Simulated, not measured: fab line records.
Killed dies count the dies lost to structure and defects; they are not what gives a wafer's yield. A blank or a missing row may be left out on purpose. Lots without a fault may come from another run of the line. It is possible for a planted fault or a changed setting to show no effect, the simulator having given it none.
Chamber matching / flow n5 finfet / N5_BEOL_M9_STRIP_67 on rie diel-01 has 4 sister chambers
The step strips in CF4. 18 wafers are shown with their chamber, then 9 later ones without.

WAFERS PAIRED WITH THEIR CHAMBERS
wafer=L077.1; chamber=2; drypump motor current A (A)=5.2; showerhead plenum p Torr (Torr)=1.73; throttle valve pct (%)=13.57
wafer=L077.2; chamber=1; drypump motor current A (A)=5.8; showerhead plenum p Torr (Torr)=1.75; throttle valve pct (%)=13.33
wafer=L077.3; chamber=0; drypump motor current A (A)=5.0; showerhead plenum p Torr (Torr)=1.75; throttle valve pct (%)=13.11
wafer=L081.3; chamber=3; drypump motor current A (A)=5.6; showerhead plenum p Torr (Torr)=1.87; throttle valve pct (%)=13.54
wafer=L081.4; chamber=1; drypump motor current A (A)=5.7; showerhead plenum p Torr (Torr)=1.75; throttle valve pct (%)=13.33
wafer=L081.5; chamber=1; drypump motor current A (A)=5.8; showerhead plenum p Torr (Torr)=1.74; throttle valve pct (%)=13.34
wafer=L082.2; chamber=1; drypump motor current A (A)=5.8; showerhead plenum p Torr (Torr)=1.74; throttle valve pct (%)=13.34
wafer=L082.3; chamber=0; drypump motor current A (A)=5.0; showerhead plenum p Torr (Torr)=1.75; throttle valve pct (%)=13.13
wafer=L082.6; chamber=3; drypump motor current A (A)=5.6; showerhead plenum p Torr (Torr)=1.87; throttle valve pct (%)=13.55
wafer=L089.1; chamber=3; drypump motor current A (A)=5.6; showerhead plenum p Torr (Torr)=1.86; throttle valve pct (%)=13.59
wafer=L089.4; chamber=0; drypump motor current A (A)=5.0; showerhead plenum p Torr (Torr)=1.75; throttle valve pct (%)=13.18
wafer=L089.6; chamber=2; drypump motor current A (A)=5.2; showerhead plenum p Torr (Torr)=1.73; throttle valve pct (%)=13.63
wafer=L091.2; chamber=3; drypump motor current A (A)=5.6; showerhead plenum p Torr (Torr)=1.86; throttle valve pct (%)=13.58
wafer=L091.5; chamber=0; drypump motor current A (A)=4.9; showerhead plenum p Torr (Torr)=1.75; throttle valve pct (%)=13.19
wafer=L091.6; chamber=1; drypump motor current A (A)=5.8; showerhead plenum p Torr (Torr)=1.74; throttle valve pct (%)=13.38
wafer=L093.1; chamber=1; drypump motor current A (A)=5.8; showerhead plenum p Torr (Torr)=1.74; throttle valve pct (%)=13.41
wafer=L093.2; chamber=0; drypump motor current A (A)=5.0; showerhead plenum p Torr (Torr)=1.74; throttle valve pct (%)=13.19
wafer=L093.6; chamber=1; drypump motor current A (A)=5.8; showerhead plenum p Torr (Torr)=1.74; throttle valve pct (%)=13.39

SIGNATURES, as means of the wafers listed above
reading=drypump motor current A; chamber 0=4.980; chamber 1=5.786; chamber 2=5.200; chamber 3=5.600; scatter within a chamber=0.0344
reading=showerhead plenum p Torr; chamber 0=1.7480; chamber 1=1.7429; chamber 2=1.7300; chamber 3=1.8650; scatter within a chamber=0.0048
reading=throttle valve pct; chamber 0=13.1600; chamber 1=13.3600; chamber 2=13.6000; chamber 3=13.5650; scatter within a chamber=0.0333
Rule: for each reading, subtract the chamber's mean from the wafer's reading, divide by that reading's scatter and square the result; add these up over the readings and take the root, which gives the wafer's distance from the chamber. If the next closest chamber is less than 2 further off than the closest, the wafer can't be placed; otherwise it belongs to the closest. The scatter: take each reading less its chamber's mean, square it, sum over the shown wafers, divide by the number of wafers less the number of chambers, and take the root.

WAFERS WITH NO CHAMBER GIVEN
wafer=L094.1; drypump motor current A (A)=5.6; showerhead plenum p Torr (Torr)=1.86; throttle valve pct (%)=13.59
wafer=L094.4; drypump motor current A (A)=5.8; showerhead plenum p Torr (Torr)=1.74; throttle valve pct (%)=13.38
wafer=L094.5; drypump motor current A (A)=5.2; showerhead plenum p Torr (Torr)=1.72; throttle valve pct (%)=13.64
wafer=L095.1; drypump motor current A (A)=5.2; showerhead plenum p Torr (Torr)=1.72; throttle valve pct (%)=13.67
wafer=L095.3; drypump motor current A (A)=5.6; showerhead plenum p Torr (Torr)=1.86; throttle valve pct (%)=13.59
wafer=L095.4; drypump motor current A (A)=4.9; showerhead plenum p Torr (Torr)=1.74; throttle valve pct (%)=13.19
wafer=L097.2; drypump motor current A (A)=5.0; showerhead plenum p Torr (Torr)=1.74; throttle valve pct (%)=13.20
wafer=L097.3; drypump motor current A (A)=5.8; showerhead plenum p Torr (Torr)=1.74; throttle valve pct (%)=13.41
wafer=L097.5; drypump motor current A (A)=5.2; showerhead plenum p Torr (Torr)=1.72; throttle valve pct (%)=13.67

WHICH CHAMBER EACH WENT THROUGH
wafer=L094.1; from the rows above=3; in truth=3
wafer=L094.4; from the rows above=1; in truth=1
wafer=L094.5; from the rows above=2; in truth=2
wafer=L095.1; from the rows above=2; in truth=2
wafer=L095.3; from the rows above=3; in truth=3
wafer=L095.4; from the rows above=0; in truth=0
wafer=L097.2; from the rows above=0; in truth=0
wafer=L097.3; from the rows above=1; in truth=1
wafer=L097.5; from the rows above=2; in truth=2
Correctly placed: 9 of 9. Number that these rows cannot place: 0. Placed wrongly: 0.
